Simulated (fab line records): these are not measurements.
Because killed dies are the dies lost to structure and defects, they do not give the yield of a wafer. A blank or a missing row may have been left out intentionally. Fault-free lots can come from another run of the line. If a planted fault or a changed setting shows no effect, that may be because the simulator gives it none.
fab line records + flow nandHarc + part 1 of 2: steps 1 to 4 of 6
record
- lots=24
- wafers=72
- lastDay=29
route steps=1159 shown P_M1@295 P_M2@331
lots that met no fault: taken from a fault-free run of the same line
startH: start of the lot's first displayed wafer, in hours after the record's first day + waitH: hours elapsed since this lot's preceding step + " the same as in the row above + L1.1+2: a row that stands for several wafers + - no value present, or no start provided + * or withheld: withheld + < > ~ a bound
route shown NAME@n: NAME is a module with steps in the file, n the number in the route of the first one + usual: mean and standard deviation over wafers with no fault + same: alike in all rows + chamber/n: place in a boat + sites: per-site readings + _std_site: standard deviation across them + _edge_site: the outer-site mean with the inner-site mean subtracted + radiusMm: how far each site lies from the wafer's centre + mask NAME#n: copy n + behind: tool/chamber where the wafer was last shaped + hold: cause of the lot's hold/its duration in hours/its outcome + device: names the non-switching transistor (n, p or np) + end of line: at the end of the route, the tests of the same wafers + for a step that has no rows: nothing shown but its recipe + killed: count of dies lost to structure and defects at first sort (not the wafer's yield) + map: a wafer's dies, x killed, . not, _ none there
set.NAME: the run value of the setting; set.NAME@STEP: its run value at that earlier step + model.NAME: the simulator's own value behind a step, which no gauge read
route steps across a sampled set of lots; one table per step, one row per wafer
services: when a tool's chamber went out of use (startH, in hours from the record's first day, below 0 if earlier), for how many hours, and the reason
## steps
# step NHARC_P_M1_CD_MEAS_09
# recipe
- targetCdNm=130
- landingEnergyEv=500
# usual
- cdNm=130.0/0.72
| lot.wafer | tool     | chamber | startH | waitH | cdNm  |
|-----------|----------|---------|--------|-------|-------|
| L075.1    | cdSem-02 | 0       | 179.13 | -     | 130.0 |
| L075.2    | "        | 0       | "      | "     | 130.1 |
| L075.5    | "        | 0       | "      | "     | 129.4 |
| L077.1    | cdSem-03 | 0       | 179.70 | -     | 130.1 |
| L077.4    | "        | 0       | "      | "     | 130.0 |
| L077.6    | "        | 0       | "      | "     | 130.6 |
| L076.1    | cdSem-02 | 0       | 180.63 | -     | 131.2 |
| L076.2    | "        | 0       | "      | "     | 130.9 |
| L076.6    | "        | 0       | "      | "     | 130.5 |
| L074.1    | cdSem-03 | 0       | 183.25 | -     | 128.2 |
| L074.5    | "        | 0       | "      | "     | 129.6 |
| L074.6    | "        | 0       | "      | "     | 128.6 |
| L078.1    | cdSem-02 | 0       | 183.99 | -     | 129.4 |
| L078.3    | "        | 0       | "      | "     | 130.5 |
| L078.6    | "        | 0       | "      | "     | 130.6 |
| L081.2    | cdSem-03 | 0       | 192.82 | -     | 129.9 |
| L081.3    | "        | 0       | "      | "     | 129.6 |
| L081.6    | "        | 0       | "      | "     | 128.6 |
| L080.4    | cdSem-01 | 0       | 194.82 | -     | 129.7 |
| L080.5    | "        | 0       | "      | "     | 131.4 |
| L080.6    | "        | 0       | "      | "     | 131.1 |
| L079.4    | cdSem-03 | 0       | 195.18 | -     | 128.9 |
| L079.5    | "        | 0       | "      | "     | 130.2 |
| L079.6    | "        | 0       | "      | "     | 130.0 |
| L082.1    | cdSem-03 | 0       | 199.42 | -     | 128.3 |
| L082.2    | "        | 0       | "      | "     | 128.9 |
| L082.5    | "        | 0       | "      | "     | 129.0 |
| L083.2    | cdSem-01 | 0       | 200.79 | -     | 129.8 |
| L083.3    | "        | 0       | "      | "     | 130.2 |
| L083.5    | "        | 0       | "      | "     | 129.9 |
| L084.2    | cdSem-01 | 0       | 203.45 | -     | 130.0 |
| L084.4    | "        | 0       | "      | "     | 129.5 |
| L084.5    | "        | 0       | "      | "     | 129.0 |
| L086.1    | cdSem-02 | 0       | 205.55 | -     | 130.2 |
| L086.3    | "        | 0       | "      | "     | 130.0 |
| L086.5    | "        | 0       | "      | "     | 131.5 |
| L085.1    | cdSem-02 | 0       | 206.81 | -     | 131.0 |
| L085.2    | "        | 0       | "      | "     | 130.8 |
| L085.6    | "        | 0       | "      | "     | 131.1 |
| L087.1    | cdSem-02 | 0       | 207.09 | -     | 129.9 |
| L087.2    | "        | 0       | "      | "     | 129.6 |
| L087.6    | "        | 0       | "      | "     | 130.2 |
| L088.1    | cdSem-03 | 0       | 214.23 | -     | 129.1 |
| L088.2    | "        | 0       | "      | "     | 130.4 |
| L088.4    | "        | 0       | "      | "     | 129.3 |
| L089.2    | cdSem-02 | 0       | 217.93 | -     | 130.9 |
| L089.4    | "        | 0       | "      | "     | 131.0 |
| L089.5    | "        | 0       | "      | "     | 131.8 |
| L090.1    | cdSem-03 | 0       | 218.26 | -     | 129.9 |
| L090.2    | "        | 0       | "      | "     | 129.3 |
| L090.6    | "        | 0       | "      | "     | 129.4 |
| L092.1    | cdSem-01 | 0       | 221.39 | -     | 130.2 |
| L092.2    | "        | 0       | "      | "     | 130.3 |
| L092.6    | "        | 0       | "      | "     | 129.4 |
| L091.4    | cdSem-03 | 0       | 222.09 | -     | 131.4 |
| L091.5    | "        | 0       | "      | "     | 131.3 |
| L091.6    | "        | 0       | "      | "     | 130.8 |
| L093.1    | cdSem-01 | 0       | 230.90 | -     | 129.8 |
| L093.2    | "        | 0       | "      | "     | 129.9 |
| L093.6    | "        | 0       | "      | "     | 128.8 |
| L094.1    | cdSem-02 | 0       | 235.99 | -     | 130.7 |
| L094.3    | "        | 0       | "      | "     | 130.7 |
| L094.6    | "        | 0       | "      | "     | 130.9 |
| L095.2    | cdSem-02 | 0       | 236.64 | -     | 130.0 |
| L095.4    | "        | 0       | "      | "     | 130.4 |
| L095.5    | "        | 0       | "      | "     | 130.2 |
| L097.1    | cdSem-01 | 0       | 251.07 | -     | 130.4 |
| L097.2    | "        | 0       | "      | "     | 130.7 |
| L097.6    | "        | 0       | "      | "     | 130.1 |
| L096.1    | cdSem-03 | 0       | 251.71 | -     | 128.8 |
| L096.4    | "        | 0       | "      | "     | 129.6 |
| L096.5    | "        | 0       | "      | "     | 129.4 |
# step NHARC_P_M1_DESCUM_14
# recipe
- timeS=3
- o2FlowSccm=200
- arFlowSccm=0
- biasPowerW=0
- chemistry=O2
# usual
- drypumpMotorCurrentA=5.6/0.58
- oesProductAu=0.996/0.01
- rfVppV=57.7/1
- showerheadPlenumPTorr=1.91/0.098
- throttleValvePct=11.312/0.0093
| lot.wafer | tool       | chamber | startH | waitH | drypumpMotorCurrentA | oesProductAu | rfHoursCounterH | rfVppV | showerheadPlenumPTorr | throttleValvePct |
|-----------|------------|---------|--------|-------|----------------------|--------------|-----------------|--------|-----------------------|------------------|
| L075.2    | rieDiel-02 | 2       | 179.31 | 0.1   | 4.8                  | 0.987        | 0.7             | 58.5   | 1.85                  | 11.321           |
| L075.1    | "          | 1       | "      | "     | 6.2                  | 0.992        | 0.6             | 58.8   | 1.98                  | 11.320           |
| L075.5    | "          | 3       | "      | "     | 5.0                  | 1.001        | -               | 57.0   | 1.82                  | 11.312           |
| L077.1    | rieDiel-02 | 1       | 179.90 | 0.1   | 6.2                  | 0.998        | 0.6             | 56.9   | 1.98                  | 11.304           |
| L077.4    | "          | 1       | "      | "     | 6.3                  | 0.993        | -               | 57.7   | 1.98                  | 11.301           |
| L077.6    | "          | 2       | "      | "     | 4.8                  | 0.987        | -               | 56.1   | 1.85                  | 11.328           |
| L076.2    | rieDiel-13 | 0       | 180.83 | 0.1   | 6.2                  | 1.006        | 1.9             | 57.2   | 1.79                  | 11.316           |
| L076.1    | "          | 1       | "      | "     | 5.1                  | 0.987        | 1.9             | 58.7   | 1.81                  | 11.320           |
| L076.6    | "          | 0       | "      | "     | 6.3                  | 1.000        | -               | 57.2   | 1.79                  | 11.317           |
| L074.1    | rieDiel-02 | 0       | 183.45 | 0.1   | 5.7                  | 0.989        | 0.6             | 59.5   | 2.05                  | 11.290           |
| L074.5    | "          | 2       | "      | "     | 4.8                  | 0.989        | -               | 56.5   | 1.85                  | 11.313           |
| L074.6    | "          | 3       | "      | "     | 5.0                  | 1.002        | -               | 58.5   | 1.82                  | 11.316           |
| L078.3    | rieDiel-13 | 3       | 184.18 | 0.1   | 6.4                  | 0.986        | 1.5             | 58.1   | 1.79                  | 11.318           |
| L078.1    | "          | 2       | "      | "     | 5.8                  | 0.988        | 2.0             | 56.2   | 2.05                  | 11.306           |
| L078.6    | "          | 0       | "      | "     | 6.3                  | 0.997        | -               | 57.3   | 1.79                  | 11.300           |
| L081.2    | rieDiel-13 | 1       | 193.00 | 0.1   | 5.0                  | 0.989        | 2.3             | 56.8   | 1.81                  | 11.321           |
| L081.3    | "          | 2       | "      | "     | 5.8                  | 0.996        | 2.2             | 57.7   | 2.05                  | 11.309           |
| L081.6    | "          | 1       | "      | "     | 5.0                  | 1.004        | -               | 58.3   | 1.81                  | 11.309           |
| L080.4    | rieDiel-10 | 3       | 195.03 | 0.1   | 4.8                  | 0.991        | 0.1             | 56.4   | 1.79                  | 11.310           |
| L080.6    | "          | 1       | "      | "     | 5.3                  | 0.997        | -               | 58.8   | 1.98                  | 11.298           |
| L080.5    | "          | 2       | "      | "     | 5.7                  | 0.978        | -               | 59.4   | 2.03                  | 11.297           |
| L079.4    | rieDiel-10 | 3       | 195.37 | 0.1   | 4.8                  | 0.987        | 0.1             | 57.4   | 1.79                  | 11.319           |
| L079.6    | "          | 1       | "      | "     | 5.3                  | 0.992        | -               | 59.4   | 1.98                  | 11.311           |
| L079.5    | "          | 2       | "      | "     | 5.7                  | 0.984        | -               | 58.6   | 2.03                  | 11.317           |
| L082.1    | rieDiel-02 | 3       | 199.62 | 0.1   | 5.1                  | 1.004        | 1.2             | 58.1   | 1.82                  | 11.303           |
| L082.2    | "          | 1       | "      | "     | 6.2                  | 0.994        | 1.1             | 57.6   | 1.98                  | 11.310           |
| L082.5    | "          | 3       | "      | "     | 5.1                  | 1.005        | -               | 57.1   | 1.82                  | 11.304           |
| L083.3    | rieDiel-10 | 2       | 200.99 | 0.1   | 5.6                  | 0.976        | 0.6             | 58.2   | 2.03                  | 11.308           |
| L083.2    | "          | 3       | "      | "     | 4.8                  | 0.981        | 0.7             | 56.1   | 1.79                  | 11.296           |
| L083.5    | "          | 1       | "      | "     | 5.3                  | 0.990        | -               | 57.6   | 1.98                  | 11.306           |
| L084.4    | rieDiel-13 | 2       | 203.63 | 0.1   | 5.7                  | 0.996        | 2.7             | 57.0   | 2.05                  | 11.306           |
| L084.2    | "          | 1       | "      | "     | 5.0                  | 0.988        | 2.8             | 57.8   | 1.81                  | 11.309           |
| L084.5    | "          | 2       | "      | "     | 5.7                  | 0.987        | -               | 57.3   | 2.05                  | 11.326           |
| L086.3    | rieDiel-02 | 0       | 205.74 | 0.1   | 5.7                  | 0.997        | 1.2             | 58.2   | 2.05                  | 11.302           |
| L086.1    | "          | 1       | "      | "     | 6.2                  | 0.999        | 1.4             | 57.1   | 1.98                  | 11.319           |
| L086.5    | "          | 1       | "      | "     | 6.3                  | 1.002        | -               | 59.1   | 1.98                  | 11.321           |
| L085.1    | rieDiel-13 | 2       | 207.00 | 0.1   | 5.8                  | 0.984        | 2.8             | 60.0   | 2.05                  | 11.316           |
| L085.2    | "          | 0       | "      | "     | 6.3                  | 1.019        | 2.8             | 58.6   | 1.79                  | 11.309           |
| L085.6    | "          | 3       | "      | "     | 6.5                  | 0.989        | -               | 57.0   | 1.79                  | 11.305           |
| L087.2    | rieDiel-02 | 2       | 207.29 | 0.1   | 4.7                  | 0.978        | 1.6             | 58.6   | 1.85                  | 11.318           |
| L087.1    | "          | 0       | "      | "     | 5.7                  | 0.996        | 1.3             | 56.6   | 2.05                  | 11.313           |
| L087.6    | "          | 2       | "      | "     | 4.8                  | 0.995        | -               | 56.9   | 1.85                  | 11.310           |
| L088.1    | rieDiel-13 | 0       | 214.43 | 0.1   | 6.3                  | 1.003        | 3.0             | 57.4   | 1.79                  | 11.313           |
| L088.4    | "          | 1       | "      | "     | 5.0                  | 0.974        | 3.1             | 57.0   | 1.81                  | 11.313           |
| L088.2    | "          | 2       | "      | "     | 5.7                  | 0.982        | 3.0             | 60.1   | 2.05                  | 11.320           |
| L089.2    | rieDiel-02 | 2       | 218.14 | 0.1   | 4.8                  | 0.996        | 1.9             | 58.2   | 1.85                  | 11.312           |
| L089.4    | "          | 0       | "      | "     | 5.7                  | 0.991        | 1.7             | 57.6   | 2.04                  | 11.320           |
| L089.5    | "          | 2       | "      | "     | 4.8                  | 0.996        | -               | 58.5   | 1.85                  | 11.313           |
| L090.2    | rieDiel-13 | 0       | 218.48 | 0.1   | 6.3                  | 1.020        | 3.9             | 57.0   | 1.79                  | 11.319           |
| L090.1    | "          | 1       | "      | "     | 5.1                  | 0.991        | 4.3             | 58.0   | 1.81                  | 11.306           |
| L090.6    | "          | 3       | "      | "     | 6.4                  | 1.000        | -               | 59.5   | 1.79                  | 11.322           |
| L092.1    | rieDiel-10 | 0       | 221.59 | 0.1   | 5.9                  | 1.014        | 3.7             | 55.7   | 1.93                  | 11.317           |
| L092.2    | "          | 2       | "      | "     | 5.6                  | 0.983        | 2.9             | 56.9   | 2.03                  | 11.309           |
| L092.6    | "          | 0       | "      | "     | 5.9                  | 1.015        | -               | 57.5   | 1.93                  | 11.308           |
| L091.4    | rieDiel-02 | 0       | 222.27 | 0.1   | 5.7                  | 1.006        | 1.9             | 58.5   | 2.05                  | 11.327           |
| L091.5    | "          | 0       | "      | "     | 5.7                  | 0.994        | -               | 58.2   | 2.05                  | 11.322           |
| L091.6    | "          | 1       | "      | "     | 6.3                  | 0.998        | -               | 59.4   | 1.98                  | 11.330           |
| L093.2    | rieDiel-02 | 2       | 231.08 | 0.1   | 4.8                  | 0.993        | 2.4             | 57.9   | 1.85                  | 11.325           |
| L093.1    | "          | 1       | "      | "     | 6.2                  | 0.987        | 2.4             | 58.3   | 1.98                  | 11.307           |
| L093.6    | "          | 2       | "      | "     | 4.8                  | 0.986        | -               | 58.4   | 1.85                  | 11.300           |
| L094.3    | rieDiel-02 | 1       | 236.18 | 0.1   | 6.2                  | 0.996        | 2.5             | 59.1   | 1.98                  | 11.301           |
| L094.1    | "          | 2       | "      | "     | 4.7                  | 0.980        | 2.6             | 56.3   | 1.85                  | 11.310           |
| L094.6    | "          | 0       | "      | "     | 5.7                  | 1.004        | -               | 58.7   | 2.05                  | 11.316           |
| L095.4    | rieDiel-10 | 2       | 236.84 | 0.1   | 5.7                  | 0.977        | 3.8             | 56.8   | 2.03                  | 11.305           |
| L095.2    | "          | 3       | "      | "     | 4.8                  | 0.973        | 4.4             | 56.4   | 1.79                  | 11.302           |
| L095.5    | "          | 0       | "      | "     | 5.9                  | 1.009        | -               | 57.9   | 1.93                  | 11.301           |
| L097.1    | rieDiel-02 | 0       | 251.27 | 0.1   | 5.7                  | 0.997        | 2.7             | 58.8   | 2.04                  | 11.300           |
| L097.2    | "          | 3       | "      | "     | 5.0                  | 1.017        | 2.9             | 58.9   | 1.82                  | 11.310           |
| L097.6    | "          | 1       | "      | "     | 6.2                  | 0.993        | -               | 59.2   | 1.98                  | 11.322           |
| L096.4    | rieDiel-02 | 1       | 251.90 | 0.1   | 6.2                  | 1.001        | 3.0             | 58.1   | 1.98                  | 11.296           |
| L096.1    | "          | 2       | "      | "     | 4.8                  | 0.994        | 3.0             | 59.2   | 1.85                  | 11.318           |
| L096.5    | "          | 1       | "      | "     | 6.2                  | 1.000        | -               | 58.6   | 1.98                  | 11.335           |
# step NHARC_P_M1_ETCH_28
# recipe
- targetDepthA=300
- overEtchFrac=0.3
- timeS=72.99
- ionEnergyEv=150
- cf4FlowSccm=50
- n2FlowSccm=100
- arFlowSccm=150
- rfW=300
- biasW=100
- chemistry=CF4/N2
# usual
- drypumpMotorCurrentA=5.7/0.57
- oesProductAu=0.998/0.0091
- rfVppV=313.8/2.5
- showerheadPlenumPTorr=2.61/0.14
- throttleValvePct=19.795/0.0091
| lot.wafer | tool       | chamber | startH | waitH | drypumpMotorCurrentA | oesProductAu | rfHoursCounterH | rfVppV | showerheadPlenumPTorr | throttleValvePct |
|-----------|------------|---------|--------|-------|----------------------|--------------|-----------------|--------|-----------------------|------------------|
| L075.1    | rieDiel-13 | 1       | -      | -     | 5.1                  | 0.991        | 1.7             | 312.3  | 2.49                  | 19.772           |
| L075.2    | "          | 3       | "      | "     | 6.4                  | 1.004        | 1.1             | 311.5  | 2.47                  | 19.790           |
| L075.5    | "          | 1       | "      | "     | 5.1                  | 1.000        | -               | 312.5  | 2.49                  | 19.795           |
| L077.1    | rieDiel-13 | 0       | -      | -     | 6.3                  | 1.009        | 1.8             | 310.6  | 2.47                  | 19.787           |
| L077.4    | "          | 1       | "      | "     | 5.1                  | 0.981        | 1.9             | 312.5  | 2.49                  | 19.796           |
| L077.6    | "          | 3       | "      | "     | 6.5                  | 0.993        | -               | 312.1  | 2.47                  | 19.797           |
| L076.1    | rieDiel-13 | 2       | -      | -     | 5.7                  | 0.993        | 1.9             | 317.6  | 2.80                  | 19.780           |
| L076.2    | "          | 0       | "      | "     | 6.3                  | 1.006        | 2.0             | 311.6  | 2.47                  | 19.803           |
| L076.6    | "          | 3       | "      | "     | 6.5                  | 1.003        | -               | 312.5  | 2.47                  | 19.795           |
| L074.1    | rieDiel-13 | 2       | -      | -     | 5.7                  | 0.998        | 2.0             | 316.3  | 2.80                  | 19.791           |
| L074.5    | "          | 1       | "      | "     | 5.1                  | 0.998        | -               | 313.4  | 2.49                  | 19.794           |
| L074.6    | "          | 2       | "      | "     | 5.7                  | 0.987        | -               | 316.9  | 2.80                  | 19.792           |
| L078.3    | rieDiel-02 | 2       | -      | -     | 4.8                  | 1.002        | 0.9             | 312.9  | 2.54                  | 19.792           |
| L078.1    | "          | 3       | "      | "     | 5.1                  | 1.021        | 0.9             | 312.3  | 2.51                  | 19.801           |
| L078.6    | "          | 2       | "      | "     | 4.8                  | 0.997        | -               | 313.8  | 2.54                  | 19.808           |
| L081.3    | rieDiel-02 | 1       | -      | -     | 6.2                  | 0.998        | 1.0             | 315.2  | 2.71                  | 19.800           |
| L081.2    | "          | 2       | "      | "     | 4.8                  | 0.998        | 1.1             | 313.8  | 2.54                  | 19.796           |
| L081.6    | "          | 1       | "      | "     | 6.2                  | 1.005        | -               | 316.5  | 2.71                  | 19.798           |
| L080.4    | rieDiel-02 | 0       | -      | -     | 5.7                  | 1.007        | 0.9             | 317.0  | 2.80                  | 19.786           |
| L080.6    | "          | 0       | "      | "     | 5.7                  | 1.003        | -               | 316.9  | 2.80                  | 19.781           |
| L080.5    | "          | 1       | "      | "     | 6.2                  | 1.002        | -               | 314.9  | 2.71                  | 19.800           |
| L079.4    | rieDiel-10 | 3       | -      | -     | 4.8                  | 0.999        | 0.2             | 310.6  | 2.46                  | 19.807           |
| L079.6    | "          | 3       | "      | "     | 4.8                  | 0.992        | -               | 311.1  | 2.46                  | 19.802           |
| L079.5    | "          | 0       | "      | "     | 5.9                  | 1.004        | -               | 316.7  | 2.65                  | 19.792           |
| L082.2    | rieDiel-13 | 2       | -      | -     | 5.7                  | 0.994        | 2.6             | 315.9  | 2.80                  | 19.787           |
| L082.1    | "          | 3       | "      | "     | 6.5                  | 0.983        | 2.0             | 312.5  | 2.47                  | 19.792           |
| L082.5    | "          | 2       | "      | "     | 5.7                  | 0.991        | -               | 316.5  | 2.80                  | 19.799           |
| L083.2    | rieDiel-02 | 2       | -      | -     | 4.8                  | 0.996        | 1.4             | 313.3  | 2.54                  | 19.797           |
| L083.3    | "          | 3       | "      | "     | 5.0                  | 1.015        | 1.3             | 313.6  | 2.51                  | 19.808           |
| L083.5    | "          | 0       | "      | "     | 5.7                  | 1.001        | -               | 318.8  | 2.80                  | 19.794           |
| L084.2    | rieDiel-02 | 3       | -      | -     | 5.1                  | 1.016        | 1.4             | 313.1  | 2.51                  | 19.804           |
| L084.4    | "          | 1       | "      | "     | 6.2                  | 0.986        | 1.4             | 315.7  | 2.71                  | 19.778           |
| L084.5    | "          | 3       | "      | "     | 5.1                  | 1.015        | -               | 313.1  | 2.51                  | 19.805           |
| L086.1    | rieDiel-13 | 3       | -      | -     | 6.4                  | 0.989        | 2.2             | 312.5  | 2.47                  | 19.800           |
| L086.3    | "          | 0       | "      | "     | 6.3                  | 1.002        | 2.7             | 312.5  | 2.47                  | 19.800           |
| L086.5    | "          | 3       | "      | "     | 6.5                  | 0.998        | -               | 310.9  | 2.47                  | 19.794           |
| L085.1    | rieDiel-13 | 1       | -      | -     | 5.1                  | 1.003        | 3.0             | 311.9  | 2.49                  | 19.784           |
| L085.2    | "          | 0       | "      | "     | 6.2                  | 1.008        | 2.9             | 312.0  | 2.47                  | 19.796           |
| L085.6    | "          | 2       | "      | "     | 5.7                  | 0.991        | -               | 317.4  | 2.80                  | 19.786           |
| L087.1    | rieDiel-02 | 1       | -      | -     | 6.2                  | 0.996        | 1.7             | 317.7  | 2.71                  | 19.789           |
| L087.2    | "          | 3       | "      | "     | 5.0                  | 1.002        | 1.6             | 311.5  | 2.51                  | 19.803           |
| L087.6    | "          | 0       | "      | "     | 5.7                  | 0.989        | -               | 317.6  | 2.80                  | 19.799           |
| L088.2    | rieDiel-02 | 0       | -      | -     | 5.7                  | 0.992        | 1.6             | 316.5  | 2.80                  | 19.809           |
| L088.1    | "          | 1       | "      | "     | 6.2                  | 1.001        | 1.8             | 315.8  | 2.71                  | 19.796           |
| L088.4    | "          | 3       | "      | "     | 5.1                  | 1.004        | 1.7             | 313.0  | 2.51                  | 19.779           |
| L089.4    | rieDiel-02 | 3       | -      | -     | 5.0                  | 1.016        | 2.0             | 313.4  | 2.51                  | 19.776           |
| L089.2    | "          | 0       | "      | "     | 5.7                  | 0.999        | 1.8             | 315.9  | 2.80                  | 19.801           |
| L089.5    | "          | 3       | "      | "     | 5.0                  | 1.023        | -               | 311.2  | 2.51                  | 19.790           |
| L090.2    | rieDiel-13 | 1       | -      | -     | 5.0                  | 0.989        | 4.4             | 310.5  | 2.49                  | 19.798           |
| L090.1    | "          | 2       | "      | "     | 5.7                  | 0.998        | 4.5             | 316.2  | 2.80                  | 19.798           |
| L090.6    | "          | 0       | "      | "     | 6.2                  | 1.000        | -               | 311.2  | 2.47                  | 19.803           |
| L092.1    | rieDiel-13 | 1       | -      | -     | 5.1                  | 0.996        | 4.5             | 312.0  | 2.49                  | 19.793           |
| L092.2    | "          | 2       | "      | "     | 5.7                  | 1.000        | 4.7             | 317.7  | 2.80                  | 19.795           |
| L092.6    | "          | 2       | "      | "     | 5.7                  | 0.998        | -               | 318.0  | 2.80                  | 19.796           |
| L091.4    | rieDiel-10 | 1       | -      | -     | 5.3                  | 0.994        | 3.2             | 314.9  | 2.72                  | 19.798           |
| L091.5    | "          | 3       | "      | "     | 4.8                  | 0.980        | -               | 311.4  | 2.46                  | 19.798           |
| L091.6    | "          | 0       | "      | "     | 5.9                  | 1.010        | -               | 313.2  | 2.65                  | 19.804           |
| L093.2    | rieDiel-13 | 3       | -      | -     | 6.5                  | 0.998        | 4.8             | 310.1  | 2.46                  | 19.786           |
| L093.1    | "          | 2       | "      | "     | 5.7                  | 0.996        | 4.7             | 316.6  | 2.80                  | 19.801           |
| L093.6    | "          | 3       | "      | "     | 6.4                  | 0.997        | -               | 311.1  | 2.47                  | 19.798           |
| L094.1    | rieDiel-13 | 2       | -      | -     | 5.7                  | 1.000        | 4.9             | 318.6  | 2.80                  | 19.815           |
| L094.3    | "          | 0       | "      | "     | 6.3                  | 1.009        | 5.4             | 311.6  | 2.47                  | 19.801           |
| L094.6    | "          | 1       | "      | "     | 5.1                  | 0.993        | -               | 311.8  | 2.49                  | 19.809           |
| L095.4    | rieDiel-02 | 2       | -      | -     | 4.8                  | 0.983        | 2.7             | 312.4  | 2.54                  | 19.797           |
| L095.2    | "          | 0       | "      | "     | 5.7                  | 1.003        | 2.4             | 315.8  | 2.80                  | 19.790           |
| L095.5    | "          | 1       | "      | "     | 6.2                  | 0.997        | -               | 315.6  | 2.71                  | 19.780           |
| L097.1    | rieDiel-13 | 2       | -      | -     | 5.7                  | 0.988        | 7.6             | 316.5  | 2.80                  | 19.782           |
| L097.2    | "          | 3       | "      | "     | 6.5                  | 0.991        | 7.5             | 310.2  | 2.46                  | 19.796           |
| L097.6    | "          | 3       | "      | "     | 6.5                  | 0.991        | -               | 312.4  | 2.46                  | 19.801           |
| L096.4    | rieDiel-10 | 2       | -      | -     | 5.7                  | 0.974        | 6.1             | 316.8  | 2.78                  | 19.793           |
| L096.1    | "          | 0       | "      | "     | 5.9                  | 1.016        | 6.5             | 314.8  | 2.65                  | 19.802           |
| L096.5    | "          | 2       | "      | "     | 5.7                  | 0.983        | -               | 316.5  | 2.78                  | 19.793           |
# step NHARC_P_M1_INSPECT_27
# usual
- rawDefectCount=311/120
| lot.wafer | tool             | chamber | startH | waitH | rawDefectCount |
|-----------|------------------|---------|--------|-------|----------------|
| L075.1    | defectInspect-02 | -       | 182.37 | 0.0   | 408            |
| L075.2    | "                | -       | "      | "     | 409            |
| L075.5    | "                | -       | "      | "     | 412            |
| L077.1    | defectInspect-01 | -       | 183.00 | 0.0   | 315            |
| L077.4    | "                | -       | "      | "     | 213            |
| L077.6    | "                | -       | "      | "     | 286            |
| L076.1    | defectInspect-01 | -       | 184.11 | 0.0   | 198            |
| L076.2    | "                | -       | "      | "     | 123            |
| L076.6    | "                | -       | "      | "     | 179            |
| L074.1    | defectInspect-01 | -       | 186.02 | 0.0   | 206            |
| L074.5    | "                | -       | "      | "     | 463            |
| L074.6    | "                | -       | "      | "     | 268            |
| L078.1    | defectInspect-02 | -       | 186.91 | 0.0   | 266            |
| L078.3    | "                | -       | "      | "     | 367            |
| L078.6    | "                | -       | "      | "     | 266            |
| L081.2    | defectInspect-01 | -       | 195.77 | 0.0   | 387            |
| L081.3    | "                | -       | "      | "     | 218            |
| L081.6    | "                | -       | "      | "     | 240            |
| L080.4    | defectInspect-01 | -       | 197.59 | 0.0   | 374            |
| L080.5    | "                | -       | "      | "     | 190            |
| L080.6    | "                | -       | "      | "     | 304            |
| L079.4    | defectInspect-01 | -       | 198.16 | 0.0   | 223            |
| L079.5    | "                | -       | "      | "     | 391            |
| L079.6    | "                | -       | "      | "     | 260            |
| L082.1    | defectInspect-01 | -       | 202.28 | 0.0   | 327            |
| L082.2    | "                | -       | "      | "     | 269            |
| L082.5    | "                | -       | "      | "     | 433            |
| L083.2    | defectInspect-02 | -       | 203.71 | 0.0   | 371            |
| L083.3    | "                | -       | "      | "     | 378            |
| L083.5    | "                | -       | "      | "     | 784            |
| L084.2    | defectInspect-02 | -       | 206.48 | 0.0   | 421            |
| L084.4    | "                | -       | "      | "     | 306            |
| L084.5    | "                | -       | "      | "     | 263            |
| L086.1    | defectInspect-01 | -       | 208.31 | 0.0   | 213            |
| L086.3    | "                | -       | "      | "     | 275            |
| L086.5    | "                | -       | "      | "     | 290            |
| L085.1    | defectInspect-01 | -       | 209.57 | 0.0   | 284            |
| L085.2    | "                | -       | "      | "     | 320            |
| L085.6    | "                | -       | "      | "     | 350            |
| L087.1    | defectInspect-01 | -       | 209.87 | 0.0   | 511            |
| L087.2    | "                | -       | "      | "     | 273            |
| L087.6    | "                | -       | "      | "     | 232            |
| L088.1    | defectInspect-02 | -       | 217.28 | 0.0   | 214            |
| L088.2    | "                | -       | "      | "     | 249            |
| L088.4    | "                | -       | "      | "     | 202            |
| L089.2    | defectInspect-02 | -       | 220.80 | 0.0   | 253            |
| L089.4    | "                | -       | "      | "     | 210            |
| L089.5    | "                | -       | "      | "     | 236            |
| L090.1    | defectInspect-02 | -       | 221.14 | 0.0   | 234            |
| L090.2    | "                | -       | "      | "     | 164            |
| L090.6    | "                | -       | "      | "     | 216            |
| L092.1    | defectInspect-02 | -       | 224.31 | 0.0   | 282            |
| L092.2    | "                | -       | "      | "     | 355            |
| L092.6    | "                | -       | "      | "     | 364            |
| L091.4    | defectInspect-02 | -       | 225.14 | 0.0   | 234            |
| L091.5    | "                | -       | "      | "     | 330            |
| L091.6    | "                | -       | "      | "     | 316            |
| L093.1    | defectInspect-02 | -       | 233.68 | 0.0   | 469            |
| L093.2    | "                | -       | "      | "     | 240            |
| L093.6    | "                | -       | "      | "     | 183            |
| L094.1    | defectInspect-02 | -       | 238.75 | 0.0   | 309            |
| L094.3    | "                | -       | "      | "     | 218            |
| L094.6    | "                | -       | "      | "     | 284            |
| L095.2    | defectInspect-01 | -       | 239.69 | 0.0   | 323            |
| L095.4    | "                | -       | "      | "     | 227            |
| L095.5    | "                | -       | "      | "     | 626            |
| L097.1    | defectInspect-01 | -       | 254.35 | 0.0   | 355            |
| L097.2    | "                | -       | "      | "     | 376            |
| L097.6    | "                | -       | "      | "     | 162            |
| L096.1    | defectInspect-02 | -       | 254.47 | 0.0   | 474            |
| L096.4    | "                | -       | "      | "     | 384            |
| L096.5    | "                | -       | "      | "     | 426            |
